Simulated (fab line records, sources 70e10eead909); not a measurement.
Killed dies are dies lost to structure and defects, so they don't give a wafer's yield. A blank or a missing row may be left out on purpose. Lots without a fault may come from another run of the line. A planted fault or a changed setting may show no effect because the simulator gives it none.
Chamber matching | flow nand_harc | NHARC_A_STAIRCASE_ALD_415 on ald_hk-01: 4 sister chambers
The step deposits SiO2, target thk 30 nm, pulse time 6 s, ald cycles 300. 18 wafers are shown with their chamber, then 9 later ones without.

WAFERS WITH THEIR CHAMBER
wafer  | chamber | heater_power_w (W) | susceptor_temp_C (C) | precursor_pulse_height_rel
L079.4 | 1       | 488                | 299.77               | 1.017
L079.5 | 0       | 397                | 300.34               | 1.009
L079.6 | 3       | 513                | 299.86               | 1.016
L081.2 | 2       | 476                | 299.94               | 0.993
L081.3 | 0       | 392                | 300.39               | 1.002
L081.6 | 2       | 480                | 300.09               | 1.007
L085.2 | 2       | 508                | 299.87               | 0.982
L085.3 | 0       | 407                | 299.89               | 1.027
L085.4 | 1       | 495                | 300.15               | 1.001
L083.2 | 3       | 497                | 299.85               | 0.997
L083.4 | 0       | 404                | 299.64               | 0.975
L083.5 | 2       | 501                | 300.15               | 1.037
L087.2 | 1       | 487                | 299.93               | 0.986
L087.3 | 2       | 505                | 300.10               | 0.999
L087.4 | 0       | 405                | 299.89               | 0.978
L092.1 | 1       | 479                | 300.07               | 1.009
L092.5 | 0       | 407                | 299.97               | 1.021
L092.6 | 3       | 521                | 299.85               | 0.972

SIGNATURES (means of the wafers above)
reading                    | chamber 0 | chamber 1 | chamber 2 | chamber 3 | scatter within a chamber
heater_power_w             | 402.00    | 487.25    | 494.00    | 510.33    | 10.4
susceptor_temp_C           | 300.0200  | 299.9800  | 300.0300  | 299.8533  | 0.2
precursor_pulse_height_rel | 1.00200   | 1.00325   | 1.00360   | 0.99500   | 0.0199
Rule: a wafer's distance from a chamber is the root of the sum, over the readings, of the square of ((its reading less the chamber's mean) divided by the reading's scatter). The wafer belongs to the nearest chamber; if the next one is less than 2 further off, it can't be placed. The scatter: the root of (the sum of the squares of (reading less its chamber's mean) over the shown wafers, divided by (wafers less chambers)).

WAFERS WITHOUT THEIR CHAMBER
wafer  | heater_power_w (W) | susceptor_temp_C (C) | precursor_pulse_height_rel
L093.1 | 483                | 300.00               | 1.004
L093.3 | 492                | 300.15               | 0.978
L093.5 | 486                | 300.23               | 0.982
L095.1 | 513                | 299.82               | 0.999
L095.4 | 489                | 299.81               | 0.995
L095.5 | 516                | 300.02               | 0.978
L097.1 | 512                | 299.89               | 1.008
L097.4 | 470                | 299.84               | 1.007
L097.5 | 506                | 299.68               | 1.038

WHICH CHAMBER EACH WENT THROUGH
wafer  | from the rows above          | in truth
L093.1 | can't be placed: 1 or 2      | 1
L093.3 | can't be placed: 2 or 1 or 3 | 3
L093.5 | can't be placed: 1 or 2 or 3 | 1
L095.1 | can't be placed: 3 or 2      | 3
L095.4 | can't be placed: 1 or 2 or 3 | 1
L095.5 | can't be placed: 3 or 2 or 1 | 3
L097.1 | can't be placed: 3 or 2 or 1 | 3
L097.4 | can't be placed: 1 or 2      | 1
L097.5 | can't be placed: 3 or 2 or 1 | 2
Placed correctly: 0 of 9. Can't be placed from these rows: 9 (the true chamber is among the candidates in 9). Placed wrongly: 0.
